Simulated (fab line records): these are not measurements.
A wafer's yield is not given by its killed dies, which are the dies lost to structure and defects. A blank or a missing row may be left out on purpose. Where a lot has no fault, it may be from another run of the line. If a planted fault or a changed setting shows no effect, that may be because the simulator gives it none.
One fault seen from 2 desks	flow nand_harc	each desk holds nothing but its own numbers, with what lay behind them at the end

## DESK OF THE TOOL OWNER: rie_diel-04
The tool's own readings at NHARC_A_CONTACT_ETCH_75 (etches the open film in CF4, target depth 39 nm, time 65 s): means of the sampled wafers that have a number, for each lot that ran on this tool. The brackets show how far a lot's mean lies from the usual mean; more than 4 standard deviations puts the lot out of limits, marked OUT. Shown are 7 of the 8 readings it has, namely the first that went out of limits plus those furthest out on some lot.
Columns: A = bias_w at NHARC_A_CONTACT_ETCH_75, usual 100.0 W; B = mfc_ar_sccm at NHARC_A_CONTACT_ETCH_75, usual 0.007 sccm; C = oes_product_au at NHARC_A_CONTACT_ETCH_75, usual 1.000 a.u.; D = rf_vpp_V at NHARC_A_CONTACT_ETCH_75, usual 151.2 V; E = run_length_s at NHARC_A_CONTACT_ETCH_75, usual 86.3 s; F = showerhead_plenum_p_Torr at NHARC_A_CONTACT_ETCH_75, usual 1.76 Torr; G = throttle_valve_pct at NHARC_A_CONTACT_ETCH_75, usual 13.284 %
lot	first seen here	A	B	C	D	E	F	G
L909	day 25 09:42	100.4	0.006	1.002	150.0	85.9	1.72	13.281
L908	day 25 13:06	100.3	0.000	1.000	150.2	86.3	1.73	13.278
L910	day 25 22:29	99.9	0.012	1.002	151.0	85.7	1.70	13.282
L911	day 26 17:12	100.3	0.006	1.009	150.2	80.3 (-15) OUT	1.69	13.281
L914	day 27 07:50	100.4	0.000	1.000	149.7	74.9 (-29) OUT	1.72	13.291
L921	day 30 10:26	99.6	0.000	0.999	150.3	86.3	1.70	13.276
This desk's finding: out of limits on L911, L914; first on L911, day 26 17:12 (run_length_s at NHARC_A_CONTACT_ETCH_75). In limits: L909, L908, L910, L921.

## AT THE METROLOGY DESK
What the gauges read, lot by lot, whatever tool the lot ran on: means of the sampled wafers that have a number. The brackets show how far a lot's mean lies from the usual mean; more than 4 standard deviations puts the lot out of limits, marked OUT.
Columns: A = cd_nm at NHARC_A_CONTACT_CD_MEAS_69, usual 299.9 nm
lot	first seen here	A
L902	day 21 18:54	300.2
L904	day 22 22:17	299.8
L906	day 23 05:56	299.9
L907	day 24 03:01	300.0
L909	day 25 09:26	300.1
L908	day 25 12:49	299.6
L910	day 25 22:13	300.0
L911	day 26 16:55	299.6
L914	day 27 07:31	299.8
L916	day 27 12:56	299.4
L922	day 30 09:43	299.6
L921	day 30 10:10	299.5
L923	day 30 21:35	300.0
L924	day 31 15:26	299.5
This desk found nothing out of limits on any of the 14 lots.

## TAKEN TOGETHER
The tool owner's desk had the chance to raise an alarm at day 26 17:12 on L911, L914.
From the metrology desk's view, nothing was out of limits.
The metrology desk holds a record of L911, L914, inside its limits.
The lots listed all ran NHARC_A_CONTACT_ETCH_75 on rie_diel-04.

## WHAT THE SIMULATOR HAD PUT IN
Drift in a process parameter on rie_diel-04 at NHARC_A_CONTACT_ETCH_75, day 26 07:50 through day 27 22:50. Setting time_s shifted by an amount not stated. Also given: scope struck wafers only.
Struck lots among those shown: L911, L914.
Hours from the fault's start to each desk's first reading out of limits: the tool owner's desk, 9.
